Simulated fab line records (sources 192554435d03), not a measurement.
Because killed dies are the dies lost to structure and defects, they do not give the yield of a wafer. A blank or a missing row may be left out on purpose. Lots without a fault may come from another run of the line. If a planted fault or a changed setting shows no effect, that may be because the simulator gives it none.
fab line records / flow n5Finfet
[record] lots = 7 wafers = 19 lastDay = 16
route steps=1938 shown BEOL_M8@1337
lots untouched by any fault: they come from a run of this same line in which no faults occurred
startH: the number of hours between the record's first day and the start of the first shown wafer of the lot / waitH: how many hours have passed since the lot's step before this one / " repeats the value in the row above / L1.1+2: one row covering several wafers at once / - no value, or no start given / * or withheld: withheld / < > ~ a bound
route shown NAME@n: a module of which the file shows steps, and the number in the route of the first / usual: the fault-free wafers' mean and standard deviation / same: alike in all rows / chamber/n: place in a boat / sites: each site's reading / _std_site: the values' standard deviation / _edge_site: outer sites' mean less inner sites' / radiusMm: how far each site lies from the wafer's centre / mask NAME#n: copy n / behind: the most recent tool/chamber to have shaped the wafer / hold: why the lot was held/for how many hours/how that ended / device: the n, p or np transistor that did not switch / end of line: tests of these same wafers at the route's end / for a step that has no rows: nothing shown but its recipe / killed: count of dies lost to structure and defects at first sort (not the wafer's yield) / map: dies across one wafer; x = killed, . = not, _ = none there
set.NAME: setting as actually run; set.NAME@STEP: the setting as run at that earlier step / model.NAME: the simulator's own value behind a step, which no gauge read
a table for each step, a row for each wafer; lots at some steps of the route
services: from which hour (startH, from the record's first day; less than 0 if before it) a tool's chamber was out of use, for how many hours, and why
[[steps]]
[step N5_BEOL_M8_COAT_59]
[recipe] resist = SOC tempC = 250 timeS = 60 spinRpm = 1500 resistThkNm = 100
[step N5_BEOL_M8_COAT_60]
[recipe] resist = SiARC tempC = 220 timeS = 60 spinRpm = 1500 resistThkNm = 35
[step N5_BEOL_M8_COAT_05]
[recipe] resist = CAR-ArF spinRpm = 1500 resistThkNm = 90
[step N5_BEOL_M8_EBR_07]
[recipe] solvent = PGMEA ebrWidthMm = 1.5
[step N5_BEOL_M8_SOFTBAKE_06]
[recipe] tempC = 110 timeS = 60 resist = CAR-ArF
[step N5_BEOL_M8_EXPOSE_08]
[recipe] maskId = M8 na = 1.35 sourceShape = dipole sigmaInner = 0.817 sigmaOuter = 0.97 polarization = te doseMj = 68.25
[step N5_BEOL_M8_PEB_09]
[recipe] pebTempC = withheld pebTimeS = 60 resist = CAR-ArF
[step N5_BEOL_M8_DEVELOP_10]
[recipe] developTimeS = 30 developer = TMAH resist = CAR-ArF rinseLiquid = diw dry = airSpin devTempC = 23
[step N5_BEOL_M8_CD_MEAS_11]
[recipe] targetCdNm = 38.5 landingEnergyEv = 500 detector = seInlens polarity = opening
[usual] cdNm = 38.4/0.61
[same] landingEnergyEv = 500
lot.wafer=L534.3 tool=cdSem-02 chamber=0 startH=200.07 waitH=- cdNm=37.6
lot.wafer=L534.5 tool=cdSem-02 chamber=0 startH=200.07 waitH=- cdNm=37.8
lot.wafer=L534.6 tool=cdSem-02 chamber=0 startH=200.07 waitH=- cdNm=38.7
lot.wafer=L539.1 tool=cdSem-03 chamber=0 startH=220.24 waitH=- cdNm=38.3
lot.wafer=L539.4 tool=cdSem-03 chamber=0 startH=220.24 waitH=- cdNm=37.3
lot.wafer=L539.5 tool=cdSem-03 chamber=0 startH=220.24 waitH=- cdNm=37.9
lot.wafer=L540.1 tool=cdSem-01 chamber=0 startH=229.19 waitH=- cdNm=37.8
lot.wafer=L540.5 tool=cdSem-01 chamber=0 startH=229.19 waitH=- cdNm=38.3
lot.wafer=L541.1 tool=cdSem-03 chamber=0 startH=229.99 waitH=- cdNm=39.7
lot.wafer=L541.4 tool=cdSem-03 chamber=0 startH=229.99 waitH=- cdNm=38.7
lot.wafer=L548.2 tool=cdSem-02 chamber=0 startH=299.24 waitH=- cdNm=38.1
lot.wafer=L548.3 tool=cdSem-02 chamber=0 startH=299.24 waitH=- cdNm=38.6
lot.wafer=L548.4 tool=cdSem-02 chamber=0 startH=299.24 waitH=- cdNm=38.4
lot.wafer=L552.2 tool=cdSem-02 chamber=0 startH=302.04 waitH=- cdNm=37.8
lot.wafer=L552.3 tool=cdSem-02 chamber=0 startH=302.04 waitH=- cdNm=38.4
lot.wafer=L552.5 tool=cdSem-02 chamber=0 startH=302.04 waitH=- cdNm=38.6
lot.wafer=L554.1 tool=cdSem-03 chamber=0 startH=305.24 waitH=- cdNm=38.2
lot.wafer=L554.4 tool=cdSem-03 chamber=0 startH=305.24 waitH=- cdNm=38.8
lot.wafer=L554.6 tool=cdSem-03 chamber=0 startH=305.24 waitH=- cdNm=37.5
[step N5_BEOL_M8_OVL_MEAS_12]
[recipe] pointsPerWafer = 44
[usual] M8_OVL = 0.0/0.73
lot.wafer=L534.3 tool=overlay-02 chamber=0 startH=200.10 waitH=0.0 M8_OVL[nm]=1.1
lot.wafer=L534.5 tool=overlay-02 chamber=0 startH=200.10 waitH=0.0 M8_OVL[nm]=0.2
lot.wafer=L534.6 tool=overlay-02 chamber=0 startH=200.10 waitH=0.0 M8_OVL[nm]=0.6
lot.wafer=L539.1 tool=overlay-02 chamber=0 startH=220.27 waitH=0.0 M8_OVL[nm]=-0.4
lot.wafer=L539.4 tool=overlay-02 chamber=0 startH=220.27 waitH=0.0 M8_OVL[nm]=0.3
lot.wafer=L539.5 tool=overlay-02 chamber=0 startH=220.27 waitH=0.0 M8_OVL[nm]=-0.1
lot.wafer=L540.1 tool=overlay-02 chamber=0 startH=229.22 waitH=0.0 M8_OVL[nm]=-0.2
lot.wafer=L540.5 tool=overlay-02 chamber=0 startH=229.22 waitH=0.0 M8_OVL[nm]=-0.8
lot.wafer=L541.1 tool=overlay-02 chamber=0 startH=230.02 waitH=0.0 M8_OVL[nm]=0.0
lot.wafer=L541.4 tool=overlay-02 chamber=0 startH=230.02 waitH=0.0 M8_OVL[nm]=-0.1
lot.wafer=L548.2 tool=overlay-02 chamber=0 startH=299.26 waitH=0.0 M8_OVL[nm]=0.2
lot.wafer=L548.3 tool=overlay-02 chamber=0 startH=299.26 waitH=0.0 M8_OVL[nm]=1.0
lot.wafer=L548.4 tool=overlay-02 chamber=0 startH=299.26 waitH=0.0 M8_OVL[nm]=0.2
lot.wafer=L552.2 tool=overlay-01 chamber=0 startH=302.07 waitH=0.0 M8_OVL[nm]=-0.3
lot.wafer=L552.3 tool=overlay-01 chamber=0 startH=302.07 waitH=0.0 M8_OVL[nm]=-1.1
lot.wafer=L552.5 tool=overlay-01 chamber=0 startH=302.07 waitH=0.0 M8_OVL[nm]=-1.1
lot.wafer=L554.1 tool=overlay-02 chamber=0 startH=305.27 waitH=0.0 M8_OVL[nm]=-0.5
lot.wafer=L554.4 tool=overlay-02 chamber=0 startH=305.27 waitH=0.0 M8_OVL[nm]=-1.6
lot.wafer=L554.6 tool=overlay-02 chamber=0 startH=305.27 waitH=0.0 M8_OVL[nm]=-1.1
[step N5_BEOL_M8_INSPECT_13]
[recipe] mode = adi inspectInstrument = brightfield
[usual] rawDefectCount = 423/99
lot.wafer=L534.3 tool=defectInspect-02 chamber=- startH=200.12 waitH=0.0 rawDefectCount=229
lot.wafer=L534.5 tool=defectInspect-02 chamber=- startH=200.12 waitH=0.0 rawDefectCount=302
lot.wafer=L534.6 tool=defectInspect-02 chamber=- startH=200.12 waitH=0.0 rawDefectCount=345
lot.wafer=L539.1 tool=defectInspect-02 chamber=- startH=220.29 waitH=0.0 rawDefectCount=368
lot.wafer=L539.4 tool=defectInspect-02 chamber=- startH=220.29 waitH=0.0 rawDefectCount=399
lot.wafer=L539.5 tool=defectInspect-02 chamber=- startH=220.29 waitH=0.0 rawDefectCount=416
lot.wafer=L540.1 tool=defectInspect-02 chamber=- startH=229.24 waitH=0.0 rawDefectCount=353
lot.wafer=L540.5 tool=defectInspect-02 chamber=- startH=229.24 waitH=0.0 rawDefectCount=404
lot.wafer=L541.1 tool=defectInspect-02 chamber=- startH=230.04 waitH=0.0 rawDefectCount=314
lot.wafer=L541.4 tool=defectInspect-02 chamber=- startH=230.04 waitH=0.0 rawDefectCount=244
lot.wafer=L548.2 tool=defectInspect-02 chamber=- startH=299.29 waitH=0.0 rawDefectCount=488
lot.wafer=L548.3 tool=defectInspect-02 chamber=- startH=299.29 waitH=0.0 rawDefectCount=435
lot.wafer=L548.4 tool=defectInspect-02 chamber=- startH=299.29 waitH=0.0 rawDefectCount=491
lot.wafer=L552.2 tool=defectInspect-02 chamber=- startH=302.09 waitH=0.0 rawDefectCount=330
lot.wafer=L552.3 tool=defectInspect-02 chamber=- startH=302.09 waitH=0.0 rawDefectCount=428
lot.wafer=L552.5 tool=defectInspect-02 chamber=- startH=302.09 waitH=0.0 rawDefectCount=268
lot.wafer=L554.1 tool=defectInspect-01 chamber=- startH=305.29 waitH=0.0 rawDefectCount=501
lot.wafer=L554.4 tool=defectInspect-01 chamber=- startH=305.29 waitH=0.0 rawDefectCount=362
lot.wafer=L554.6 tool=defectInspect-01 chamber=- startH=305.29 waitH=0.0 rawDefectCount=413
[step N5_BEOL_M8_DESCUM_16]
[recipe] chemistry = O2 timeS = 7.9 sourcePowerW = 50 biasPowerW = 20 pressureMtorr = 20 rfFrequencyHz = 2.712e+07 tempC = 40 resist = CAR-ArF o2FlowSccm = 225
[usual] drypumpMotorCurrentA = 5.6/0.45 o2FlowSccm = 225.0/0.59 oesProductAu = 0.81/0.083 rfVppV = 243.2/1.1 showerheadPlenumPTorr = 2.10/0.053 throttleValvePct = 20.59/0.2
lot.wafer=L534.3 tool=rieDiel-03 chamber=1 startH=200.40 waitH=0.3 drypumpMotorCurrentA=6.3 o2FlowSccm=224.5 oesProductAu=0.82 rfHoursCounterH=88 rfVppV=242.6 showerheadPlenumPTorr=2.13 throttleValvePct=20.61
lot.wafer=L534.5 tool=rieDiel-03 chamber=1 startH=200.40 waitH=0.3 drypumpMotorCurrentA=6.3 o2FlowSccm=225.5 oesProductAu=0.81 rfHoursCounterH=- rfVppV=243.1 showerheadPlenumPTorr=2.13 throttleValvePct=20.60
lot.wafer=L534.6 tool=rieDiel-03 chamber=2 startH=200.40 waitH=0.3 drypumpMotorCurrentA=5.3 o2FlowSccm=224.1 oesProductAu=0.67 rfHoursCounterH=- rfVppV=243.3 showerheadPlenumPTorr=2.15 throttleValvePct=20.74
lot.wafer=L539.1 tool=rieDiel-04 chamber=3 startH=220.32 waitH=0.0 drypumpMotorCurrentA=6.3 o2FlowSccm=224.8 oesProductAu=0.69 rfHoursCounterH=247 rfVppV=245.1 showerheadPlenumPTorr=2.16 throttleValvePct=20.65
lot.wafer=L539.4 tool=rieDiel-04 chamber=1 startH=220.32 waitH=0.0 drypumpMotorCurrentA=5.3 o2FlowSccm=225.3 oesProductAu=0.84 rfHoursCounterH=61 rfVppV=243.1 showerheadPlenumPTorr=2.01 throttleValvePct=20.43
lot.wafer=L539.5 tool=rieDiel-04 chamber=2 startH=220.32 waitH=0.0 drypumpMotorCurrentA=5.5 o2FlowSccm=225.0 oesProductAu=0.89 rfHoursCounterH=- rfVppV=242.7 showerheadPlenumPTorr=2.07 throttleValvePct=20.81
lot.wafer=L540.1 tool=rieDiel-04 chamber=2 startH=229.28 waitH=0.0 drypumpMotorCurrentA=5.5 o2FlowSccm=224.8 oesProductAu=0.89 rfHoursCounterH=42 rfVppV=242.0 showerheadPlenumPTorr=2.07 throttleValvePct=20.81
lot.wafer=L540.5 tool=rieDiel-04 chamber=0 startH=229.28 waitH=0.0 drypumpMotorCurrentA=4.8 o2FlowSccm=225.0 oesProductAu=0.82 rfHoursCounterH=- rfVppV=243.9 showerheadPlenumPTorr=2.14 throttleValvePct=20.54
lot.wafer=L541.1 tool=rieDiel-04 chamber=0 startH=230.25 waitH=0.2 drypumpMotorCurrentA=4.8 o2FlowSccm=225.3 oesProductAu=0.82 rfHoursCounterH=94 rfVppV=242.9 showerheadPlenumPTorr=2.13 throttleValvePct=20.54
lot.wafer=L541.4 tool=rieDiel-04 chamber=0 startH=230.25 waitH=0.2 drypumpMotorCurrentA=4.8 o2FlowSccm=224.3 oesProductAu=0.81 rfHoursCounterH=- rfVppV=244.0 showerheadPlenumPTorr=2.13 throttleValvePct=20.52
lot.wafer=L548.2 tool=rieDiel-04 chamber=3 startH=299.32 waitH=0.0 drypumpMotorCurrentA=6.2 o2FlowSccm=225.0 oesProductAu=0.92 rfHoursCounterH=17 rfVppV=244.7 showerheadPlenumPTorr=2.16 throttleValvePct=20.32
lot.wafer=L548.3 tool=rieDiel-04 chamber=1 startH=299.32 waitH=0.0 drypumpMotorCurrentA=5.3 o2FlowSccm=224.4 oesProductAu=0.80 rfHoursCounterH=90 rfVppV=243.6 showerheadPlenumPTorr=2.00 throttleValvePct=20.47
lot.wafer=L548.4 tool=rieDiel-04 chamber=2 startH=299.32 waitH=0.0 drypumpMotorCurrentA=5.5 o2FlowSccm=225.5 oesProductAu=0.85 rfHoursCounterH=69 rfVppV=242.0 showerheadPlenumPTorr=2.06 throttleValvePct=20.85
lot.wafer=L552.2 tool=rieDiel-03 chamber=1 startH=302.12 waitH=0.0 drypumpMotorCurrentA=6.3 o2FlowSccm=225.6 oesProductAu=0.78 rfHoursCounterH=125 rfVppV=243.9 showerheadPlenumPTorr=2.12 throttleValvePct=20.67
lot.wafer=L552.3 tool=rieDiel-03 chamber=2 startH=302.12 waitH=0.0 drypumpMotorCurrentA=5.4 o2FlowSccm=224.8 oesProductAu=0.95 rfHoursCounterH=20 rfVppV=243.6 showerheadPlenumPTorr=2.14 throttleValvePct=20.34
lot.wafer=L552.5 tool=rieDiel-03 chamber=1 startH=302.12 waitH=0.0 drypumpMotorCurrentA=6.3 o2FlowSccm=225.1 oesProductAu=0.78 rfHoursCounterH=- rfVppV=243.7 showerheadPlenumPTorr=2.12 throttleValvePct=20.66
lot.wafer=L554.1 tool=rieDiel-05 chamber=1 startH=305.33 waitH=0.0 drypumpMotorCurrentA=5.3 o2FlowSccm=224.5 oesProductAu=0.85 rfHoursCounterH=60 rfVppV=244.3 showerheadPlenumPTorr=2.13 throttleValvePct=20.73
lot.wafer=L554.4 tool=rieDiel-05 chamber=2 startH=305.33 waitH=0.0 drypumpMotorCurrentA=5.3 o2FlowSccm=225.1 oesProductAu=0.71 rfHoursCounterH=157 rfVppV=241.4 showerheadPlenumPTorr=2.13 throttleValvePct=20.79
lot.wafer=L554.6 tool=rieDiel-05 chamber=1 startH=305.33 waitH=0.0 drypumpMotorCurrentA=5.3 o2FlowSccm=225.6 oesProductAu=0.86 rfHoursCounterH=- rfVppV=244.5 showerheadPlenumPTorr=2.13 throttleValvePct=20.73
[step N5_BEOL_M8_ETCH_61]
[recipe] chemistry = CF4 target = SiARC targetDepthA = 455 maskMaterial = CAR-ArF timeS = 75.8 ionEnergyEv = 80 pressureMtorr = 40 sourceW = 545 biasW = 36 Ar_flow_sccm = 100 cf4FlowSccm = 100 ends = cleared
[usual] drypumpMotorCurrentA = 5.6/0.45 etchRfOnTimeS = 75.7/2.6 oesProductAu = 0.69/0.074 rfVppV = 184.0/1 showerheadPlenumPTorr = 2.13/0.045 throttleValvePct = 15.63/0.18
lot.wafer=L534.3 tool=rieDiel-03 chamber=1 startH=200.44 waitH=0.0 drypumpMotorCurrentA=6.3 etchRfOnTimeS=78.1 oesProductAu=0.69 rfHoursCounterH=88 rfVppV=185.8 showerheadPlenumPTorr=2.15 throttleValvePct=15.57
lot.wafer=L534.5 tool=rieDiel-03 chamber=1 startH=200.44 waitH=0.0 drypumpMotorCurrentA=6.3 etchRfOnTimeS=78.0 oesProductAu=0.69 rfHoursCounterH=- rfVppV=184.1 showerheadPlenumPTorr=2.15 throttleValvePct=15.56
lot.wafer=L534.6 tool=rieDiel-03 chamber=2 startH=200.44 waitH=0.0 drypumpMotorCurrentA=5.3 etchRfOnTimeS=74.3 oesProductAu=0.59 rfHoursCounterH=- rfVppV=185.0 showerheadPlenumPTorr=2.19 throttleValvePct=15.95
lot.wafer=L539.1 tool=rieDiel-04 chamber=3 startH=220.36 waitH=0.0 drypumpMotorCurrentA=6.3 etchRfOnTimeS=46.3 oesProductAu=0.81 rfHoursCounterH=247 rfVppV=184.6 showerheadPlenumPTorr=2.18 throttleValvePct=15.69
lot.wafer=L539.4 tool=rieDiel-04 chamber=1 startH=220.36 waitH=0.0 drypumpMotorCurrentA=5.3 etchRfOnTimeS=45.6 oesProductAu=0.97 rfHoursCounterH=61 rfVppV=183.5 showerheadPlenumPTorr=2.09 throttleValvePct=15.77
lot.wafer=L539.5 tool=rieDiel-04 chamber=2 startH=220.36 waitH=0.0 drypumpMotorCurrentA=5.5 etchRfOnTimeS=73.6 oesProductAu=0.76 rfHoursCounterH=- rfVppV=183.7 showerheadPlenumPTorr=2.07 throttleValvePct=15.53
lot.wafer=L540.1 tool=rieDiel-04 chamber=2 startH=229.31 waitH=0.0 drypumpMotorCurrentA=5.5 etchRfOnTimeS=44.5 oesProductAu=1.04 rfHoursCounterH=42 rfVppV=182.9 showerheadPlenumPTorr=2.07 throttleValvePct=15.57
lot.wafer=L540.5 tool=rieDiel-04 chamber=0 startH=229.31 waitH=0.0 drypumpMotorCurrentA=4.8 etchRfOnTimeS=73.6 oesProductAu=0.71 rfHoursCounterH=- rfVppV=185.2 showerheadPlenumPTorr=2.16 throttleValvePct=15.51
lot.wafer=L541.1 tool=rieDiel-04 chamber=0 startH=230.29 waitH=0.0 drypumpMotorCurrentA=4.8 etchRfOnTimeS=44.7 oesProductAu=0.97 rfHoursCounterH=94 rfVppV=185.5 showerheadPlenumPTorr=2.16 throttleValvePct=15.49
lot.wafer=L541.4 tool=rieDiel-04 chamber=0 startH=230.29 waitH=0.0 drypumpMotorCurrentA=4.8 etchRfOnTimeS=45.2 oesProductAu=0.96 rfHoursCounterH=- rfVppV=184.2 showerheadPlenumPTorr=2.16 throttleValvePct=15.48
lot.wafer=L548.2 tool=rieDiel-04 chamber=3 startH=299.36 waitH=0.0 drypumpMotorCurrentA=6.3 etchRfOnTimeS=74.3 oesProductAu=0.80 rfHoursCounterH=17 rfVppV=185.9 showerheadPlenumPTorr=2.17 throttleValvePct=15.24
lot.wafer=L548.3 tool=rieDiel-04 chamber=1 startH=299.36 waitH=0.0 drypumpMotorCurrentA=5.3 etchRfOnTimeS=76.1 oesProductAu=0.68 rfHoursCounterH=90 rfVppV=182.7 showerheadPlenumPTorr=2.08 throttleValvePct=15.82
lot.wafer=L548.4 tool=rieDiel-04 chamber=2 startH=299.36 waitH=0.0 drypumpMotorCurrentA=5.5 etchRfOnTimeS=74.0 oesProductAu=0.73 rfHoursCounterH=69 rfVppV=182.5 showerheadPlenumPTorr=2.06 throttleValvePct=15.58
lot.wafer=L552.2 tool=rieDiel-03 chamber=1 startH=302.16 waitH=0.0 drypumpMotorCurrentA=6.3 etchRfOnTimeS=77.8 oesProductAu=0.66 rfHoursCounterH=125 rfVppV=185.2 showerheadPlenumPTorr=2.14 throttleValvePct=15.64
lot.wafer=L552.3 tool=rieDiel-03 chamber=2 startH=302.16 waitH=0.0 drypumpMotorCurrentA=5.4 etchRfOnTimeS=72.7 oesProductAu=0.81 rfHoursCounterH=20 rfVppV=183.9 showerheadPlenumPTorr=2.18 throttleValvePct=15.49
lot.wafer=L552.5 tool=rieDiel-03 chamber=1 startH=302.16 waitH=0.0 drypumpMotorCurrentA=6.3 etchRfOnTimeS=76.8 oesProductAu=0.67 rfHoursCounterH=- rfVppV=184.3 showerheadPlenumPTorr=2.14 throttleValvePct=15.64
lot.wafer=L554.1 tool=rieDiel-05 chamber=1 startH=305.36 waitH=0.0 drypumpMotorCurrentA=5.3 etchRfOnTimeS=75.1 oesProductAu=0.73 rfHoursCounterH=60 rfVppV=183.4 showerheadPlenumPTorr=2.17 throttleValvePct=15.69
lot.wafer=L554.4 tool=rieDiel-05 chamber=2 startH=305.36 waitH=0.0 drypumpMotorCurrentA=5.3 etchRfOnTimeS=79.7 oesProductAu=0.61 rfHoursCounterH=157 rfVppV=182.9 showerheadPlenumPTorr=2.12 throttleValvePct=15.56
lot.wafer=L554.6 tool=rieDiel-05 chamber=1 startH=305.36 waitH=0.0 drypumpMotorCurrentA=5.2 etchRfOnTimeS=73.9 oesProductAu=0.73 rfHoursCounterH=- rfVppV=185.1 showerheadPlenumPTorr=2.17 throttleValvePct=15.69
[step N5_BEOL_M8_ETCH_62]
[recipe] chemistry = N2/H2 target = SOC targetDepthA = 1100 overetchA = 220 maskMaterial = SiARC tempC = 40 timeS = 165 ionEnergyEv = 200 pressureMtorr = 30 sourceW = 840 biasW = 150 n2FlowSccm = 200 h2FlowSccm = 200
[usual] drypumpMotorCurrentA = 5.6/0.45 oesProductAu = 0.68/0.064 rfVppV = 523.6/1.8 showerheadPlenumPTorr = 2.54/0.056 throttleValvePct = 17.91/0.24
lot.wafer=L534.3 tool=rieDiel-03 chamber=1 startH=200.49 waitH=0.0 drypumpMotorCurrentA=6.3 oesProductAu=0.70 rfHoursCounterH=88 rfVppV=523.5 showerheadPlenumPTorr=2.57 throttleValvePct=17.88
lot.wafer=L534.5 tool=rieDiel-03 chamber=1 startH=200.49 waitH=0.0 drypumpMotorCurrentA=6.3 oesProductAu=0.69 rfHoursCounterH=- rfVppV=525.4 showerheadPlenumPTorr=2.57 throttleValvePct=17.86
lot.wafer=L534.6 tool=rieDiel-03 chamber=2 startH=200.49 waitH=0.0 drypumpMotorCurrentA=5.4 oesProductAu=0.59 rfHoursCounterH=- rfVppV=524.6 showerheadPlenumPTorr=2.60 throttleValvePct=18.03
lot.wafer=L539.1 tool=rieDiel-04 chamber=3 startH=220.42 waitH=0.0 drypumpMotorCurrentA=6.3 oesProductAu=0.59 rfHoursCounterH=247 rfVppV=525.6 showerheadPlenumPTorr=2.62 throttleValvePct=18.09
lot.wafer=L539.4 tool=rieDiel-04 chamber=1 startH=220.42 waitH=0.0 drypumpMotorCurrentA=5.3 oesProductAu=0.71 rfHoursCounterH=61 rfVppV=521.7 showerheadPlenumPTorr=2.51 throttleValvePct=18.19
lot.wafer=L539.5 tool=rieDiel-04 chamber=2 startH=220.42 waitH=0.0 drypumpMotorCurrentA=5.5 oesProductAu=0.74 rfHoursCounterH=- rfVppV=522.1 showerheadPlenumPTorr=2.50 throttleValvePct=17.99
lot.wafer=L540.1 tool=rieDiel-04 chamber=2 startH=229.37 waitH=0.0 drypumpMotorCurrentA=5.5 oesProductAu=0.74 rfHoursCounterH=42 rfVppV=521.7 showerheadPlenumPTorr=2.50 throttleValvePct=18.00
lot.wafer=L540.5 tool=rieDiel-04 chamber=0 startH=229.37 waitH=0.0 drypumpMotorCurrentA=4.8 oesProductAu=0.69 rfHoursCounterH=- rfVppV=524.9 showerheadPlenumPTorr=2.53 throttleValvePct=17.45
lot.wafer=L541.1 tool=rieDiel-04 chamber=0 startH=230.34 waitH=0.0 drypumpMotorCurrentA=4.8 oesProductAu=0.69 rfHoursCounterH=94 rfVppV=522.5 showerheadPlenumPTorr=2.53 throttleValvePct=17.44
lot.wafer=L541.4 tool=rieDiel-04 chamber=0 startH=230.34 waitH=0.0 drypumpMotorCurrentA=4.8 oesProductAu=0.69 rfHoursCounterH=- rfVppV=523.1 showerheadPlenumPTorr=2.53 throttleValvePct=17.45
lot.wafer=L548.2 tool=rieDiel-04 chamber=3 startH=299.41 waitH=0.0 drypumpMotorCurrentA=6.2 oesProductAu=0.77 rfHoursCounterH=17 rfVppV=523.8 showerheadPlenumPTorr=2.61 throttleValvePct=17.70
lot.wafer=L548.3 tool=rieDiel-04 chamber=1 startH=299.41 waitH=0.0 drypumpMotorCurrentA=5.3 oesProductAu=0.68 rfHoursCounterH=90 rfVppV=521.5 showerheadPlenumPTorr=2.49 throttleValvePct=18.24
lot.wafer=L548.4 tool=rieDiel-04 chamber=2 startH=299.41 waitH=0.0 drypumpMotorCurrentA=5.5 oesProductAu=0.71 rfHoursCounterH=69 rfVppV=523.1 showerheadPlenumPTorr=2.49 throttleValvePct=18.07
lot.wafer=L552.2 tool=rieDiel-03 chamber=1 startH=302.22 waitH=0.0 drypumpMotorCurrentA=6.3 oesProductAu=0.65 rfHoursCounterH=125 rfVppV=524.2 showerheadPlenumPTorr=2.55 throttleValvePct=17.92
lot.wafer=L552.3 tool=rieDiel-03 chamber=2 startH=302.22 waitH=0.0 drypumpMotorCurrentA=5.4 oesProductAu=0.79 rfHoursCounterH=20 rfVppV=525.3 showerheadPlenumPTorr=2.59 throttleValvePct=17.60
lot.wafer=L552.5 tool=rieDiel-03 chamber=1 startH=302.22 waitH=0.0 drypumpMotorCurrentA=6.3 oesProductAu=0.66 rfHoursCounterH=- rfVppV=524.2 showerheadPlenumPTorr=2.55 throttleValvePct=17.93
lot.wafer=L554.1 tool=rieDiel-05 chamber=1 startH=305.42 waitH=0.0 drypumpMotorCurrentA=5.3 oesProductAu=0.71 rfHoursCounterH=60 rfVppV=524.5 showerheadPlenumPTorr=2.61 throttleValvePct=18.21
lot.wafer=L554.4 tool=rieDiel-05 chamber=2 startH=305.42 waitH=0.0 drypumpMotorCurrentA=5.3 oesProductAu=0.62 rfHoursCounterH=157 rfVppV=522.8 showerheadPlenumPTorr=2.56 throttleValvePct=18.11
lot.wafer=L554.6 tool=rieDiel-05 chamber=1 startH=305.42 waitH=0.0 drypumpMotorCurrentA=5.3 oesProductAu=0.71 rfHoursCounterH=- rfVppV=524.7 showerheadPlenumPTorr=2.61 throttleValvePct=18.22
[[services]]
tool=rieDiel-03 chamber=0 startH=180.04 hours=- kind=clean
tool=rieDiel-03 chamber=0 startH=180.04 hours=- kind=consumableReplace:focusRing
tool=rieDiel-03 chamber=0 startH=180.04 hours=25.4 kind=scheduledDown
tool=rieDiel-03 chamber=0 startH=180.04 hours=25.4 kind=ventCycle
tool=rieDiel-04 chamber=2 startH=205.62 hours=6.8 kind=repair
tool=rieDiel-03 chamber=2 startH=222.26 hours=- kind=clean
tool=rieDiel-03 chamber=2 startH=222.26 hours=- kind=consumableReplace:focusRing
tool=rieDiel-03 chamber=2 startH=222.26 hours=19.4 kind=scheduledDown
tool=rieDiel-03 chamber=2 startH=222.26 hours=19.4 kind=ventCycle
tool=rieDiel-04 chamber=3 startH=229.79 hours=- kind=clean
tool=rieDiel-04 chamber=3 startH=229.79 hours=- kind=consumableReplace:focusRing
tool=rieDiel-04 chamber=3 startH=229.79 hours=18.8 kind=scheduledDown
tool=rieDiel-04 chamber=3 startH=229.79 hours=18.8 kind=ventCycle
tool=rieDiel-05 chamber=3 startH=257.16 hours=2.8 kind=repair
tool=rieDiel-04 chamber=2 startH=277.62 hours=3.7 kind=repair
[[key]]
[firstSign] step = N5_BEOL_M8_ETCH_61 reading = etchRfOnTimeS direction = down sigmas = 12 usual = * struck = *
[effect] step = N5_BEOL_M8_ETCH_61 reading = oesProductAu direction = up sigmas = 3.5 usual = 0.69 struck = 0.95
metAt N5_BEOL_M8_ETCH_61
struckWafers L539.1,L539.4,L540.1,L541.1,L541.4
[fault] kind = processParameterDrift tool = rieDiel-04 chamber = - onsetH = 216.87 steps = N5_BEOL_M8_ETCH_61 channel = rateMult offset = 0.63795 shape = step endH = 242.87 scope = struckWafersOnly
